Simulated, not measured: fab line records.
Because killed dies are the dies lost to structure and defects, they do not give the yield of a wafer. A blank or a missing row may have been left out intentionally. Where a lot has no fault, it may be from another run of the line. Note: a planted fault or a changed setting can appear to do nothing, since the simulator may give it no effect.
The tool behind it: which one? -- flow n5Finfet -- 72 wafers from 24 lots sampled at 3 of the route's 1938 steps

WHAT EACH GAUGE READ, for each wafer
N5_BEOL_M4_OVL_MEAS_29. Usual: V3_OVL gives 0.5 nm (standard deviation 0.67).
lot,measured,on,V3_OVL (nm),flag
L074,day 10 05:30,overlay-01,0.4 -0.6 0.7,
L075,day 10 09:46,overlay-02,-0.5 0.9 0.2,
L077,day 10 10:28,overlay-02,-0.2 0.5 1.0,
L076,day 10 16:09,overlay-01,1.2 0.3 0.3,
L080,day 11 02:16,overlay-02,1.4 2.6 1.7,
L078,day 11 02:22,overlay-01,0.8 0.9 1.0,
L082,day 11 05:19,overlay-02,-1.0 -0.3 0.4,
L079,day 11 07:03,overlay-02,0.1 0.1 0.4,
L084,day 11 11:55,overlay-01,-0.4 -0.4 -0.5,
L086,day 11 16:46,overlay-01,0.6 0.8 0.8,
L081,day 11 16:56,overlay-01,0.6 0.4 1.0,
L083,day 12 01:11,overlay-02,1.8 -0.5 0.5,
L085,day 12 08:28,overlay-01,1.3 1.1 0.3,
L089,day 13 10:25,overlay-01,-0.2 0.5 0.1,
L090,day 13 18:08,overlay-01,0.8 0.6 0.8,
L087,day 13 18:19,overlay-01,1.0 0.4 1.4,
L088,day 13 20:17,overlay-01,0.7 0.9 0.8,
L091,day 15 02:34,overlay-02,0.2 -0.3 0.0,
L092,day 15 02:45,overlay-01,-0.1 0.4 1.5,
L094,day 15 04:27,overlay-02,0.6 0.1 0.6,
L096,day 15 15:43,overlay-01,0.1 0.1 0.1,
L093,day 15 15:50,overlay-02,0.4 0.2 0.9,
L095,day 15 23:10,overlay-02,-0.3 1.9 -0.3,
L097,day 16 18:39,overlay-02,0.2 -0.1 0.2,

WHAT TOOL EACH LOT RAN ON (gives the tool, then ch and the chambers of the sampled wafers, and finally the start)
lot,N5_BEOL_M4_HM_DEP_02,N5_BEOL_M4_STRIP_19
L074,"pvdSputter-03, day 10 03:57","rieDiel-03 ch 1,2,3, day 10 05:05"
L075,"pvdSputter-03, day 10 08:23","rieDiel-01 ch 0,2,3, day 10 09:20"
L077,"pvdSputter-01, day 10 09:09","rieDiel-01 ch 0,1,3, day 10 10:02"
L076,"pvdSputter-01, day 10 14:32","rieDiel-03 ch 0,1,3, day 10 15:42"
L080,"pvdSputter-03, day 11 00:43","rieDiel-01 ch 0,1, day 11 01:43"
L078,"pvdSputter-01, day 11 00:46","rieDiel-03 ch 1,3, day 11 01:57"
L082,"pvdSputter-02, day 11 03:53","rieDiel-04 ch 0,1,2, day 11 04:46"
L079,"pvdSputter-01, day 11 05:37","rieDiel-01 ch 2,3, day 11 06:37"
L084,"pvdSputter-01, day 11 10:14","rieDiel-03 ch 0,3, day 11 11:22"
L086,"pvdSputter-01, day 11 15:08","rieDiel-04 ch 0,1,3, day 11 16:13"
L081,"pvdSputter-03, day 11 15:09","rieDiel-01 ch 0,1, day 11 16:13"
L083,"pvdSputter-01, day 11 23:46","rieDiel-01 ch 1,2,3, day 12 00:46"
L085,"pvdSputter-02, day 12 07:02","rieDiel-04 ch 0,1,2, day 12 07:55"
L089,"pvdSputter-02, day 13 08:26","rieDiel-03 ch 0,2,3, day 13 09:59"
L090,"pvdSputter-01, day 13 16:25","rieDiel-04 ch 0,3, day 13 17:35"
L087,"pvdSputter-01, day 13 16:40","rieDiel-03 ch 0,3, day 13 17:45"
L088,"pvdSputter-03, day 13 18:31","rieDiel-04 ch 0,3, day 13 19:52"
L091,"pvdSputter-02, day 15 01:06","rieDiel-03 ch 2,3, day 15 02:01"
L092,"pvdSputter-02, day 15 01:19","rieDiel-01 ch 0,2, day 15 02:19"
L094,"pvdSputter-03, day 15 02:58","rieDiel-04 ch 0,1,2, day 15 04:02"
L096,"pvdSputter-01, day 15 14:04","rieDiel-04 ch 1,2, day 15 15:11"
L093,"pvdSputter-03, day 15 14:28","rieDiel-01 ch 0,2, day 15 15:25"
L095,"pvdSputter-02, day 15 21:52","rieDiel-03 ch 0,1,3, day 15 22:44"
L097,"pvdSputter-02, day 16 17:10","rieDiel-03 ch 0,2,3, day 16 18:13"
- N5_BEOL_M4_HM_DEP_02: deposits TiN, target thk 20 nm.
- N5_BEOL_M4_STRIP_19: strips in O2.

WHAT THE TOOLS THEMSELVES READ (means of the sampled wafers that have a number; where no wafer has one, the mark that the record gives instead)
N5_BEOL_M4_HM_DEP_02. Usual: throttleValvePct 29.8 %, standard deviation 0.68.
lot,tool,throttleValvePct (%),flag
L074,pvdSputter-03,29.5,
L075,pvdSputter-03,30.4,
L077,pvdSputter-01,30.0,
L076,pvdSputter-01,29.6,
L080,pvdSputter-03,29.9,
L078,pvdSputter-01,30.3,
L082,pvdSputter-02,30.0,
L079,pvdSputter-01,30.1,
L084,pvdSputter-01,30.0,
L086,pvdSputter-01,30.1,
L081,pvdSputter-03,29.2,
L083,pvdSputter-01,30.6,
L085,pvdSputter-02,29.7,
L089,pvdSputter-02,29.9,
L090,pvdSputter-01,30.3,
L087,pvdSputter-01,29.6,
L088,pvdSputter-03,30.6,
L091,pvdSputter-02,30.0,
L092,pvdSputter-02,29.7,
L094,pvdSputter-03,30.6,
L096,pvdSputter-01,29.9,
L093,pvdSputter-03,29.4,
L095,pvdSputter-02,29.7,
L097,pvdSputter-02,30.0,

N5_BEOL_M4_STRIP_19. Usual: drypumpMotorCurrentA 5.69 A, standard deviation 0.2; oesProductAu 0.79 a.u., standard deviation 0.081; rfVppV 3.6 V, standard deviation 0.55; showerheadPlenumPTorr 2.08 Torr, standard deviation 0.069; throttleValvePct 16.69 %, standard deviation 0.26.
lot,tool,drypumpMotorCurrentA (A),oesProductAu (a.u.),rfVppV (V),showerheadPlenumPTorr (Torr),throttleValvePct (%),flag
L074,rieDiel-03,5.79,0.76,4.0,2.05,16.67,
L075,rieDiel-01,5.73,0.84,3.1,2.04,16.59,
L077,rieDiel-01,5.70,0.87,3.3,2.08,16.43,
L076,rieDiel-03,5.65,0.74,3.5,2.02,16.73,
L080,rieDiel-01,5.61,0.81,3.3,2.12,16.59,
L078,rieDiel-03,5.74,0.77,3.5,2.00,16.75,
L082,rieDiel-04,5.72,0.93,3.1,2.09,16.57,
L079,rieDiel-01,5.72,0.79,3.8,2.07,16.76,
L084,rieDiel-03,5.57,0.71,3.4,2.04,16.72,
L086,rieDiel-04,5.67,0.84,4.0,2.10,16.80,
L081,rieDiel-01,5.68,0.81,3.3,2.06,16.59,
L083,rieDiel-01,5.68,0.81,3.4,2.10,16.60,
L085,rieDiel-04,5.71,0.91,3.5,2.09,16.58,
L089,rieDiel-03,5.72,0.72,3.6,2.06,16.71,
L090,rieDiel-04,5.65,0.82,3.4,2.10,16.94,
L087,rieDiel-03,5.61,0.72,3.9,2.00,16.62,
L088,rieDiel-04,5.65,0.81,4.3,2.10,16.95,
L091,rieDiel-03,5.76,0.72,4.0,2.02,16.61,
L092,rieDiel-01,5.72,0.76,3.5,2.02,16.81,
L094,rieDiel-04,5.73,0.87,3.0,2.09,16.61,
L096,rieDiel-04,5.56,0.88,3.7,2.11,16.49,
L093,rieDiel-01,5.71,0.75,3.2,2.02,16.81,
L095,rieDiel-03,5.64,0.80,3.6,2.01,16.64,
L097,rieDiel-03,5.70,0.77,3.7,2.06,16.60,

THE ANSWER, worked out from the rows above alone
Rule: a lot is off if the mean of its wafers that have a number lies more than 3 standard deviations from the usual mean. Also off: a lot with no number at a reading for which 4 or more lots have one. Any other lot the step has rows for is counted as sound. Order of review: gauges by route order, followed by the tools' own readings, for which a lot's mean as printed above is used. At the first step where some lot is off, the reading lying furthest off is the one used; lots without a number count as furthest.
Across all readings shown, no lot is off: no conclusion can be drawn from this.

WHAT THE SIMULATOR HAD PUT IN
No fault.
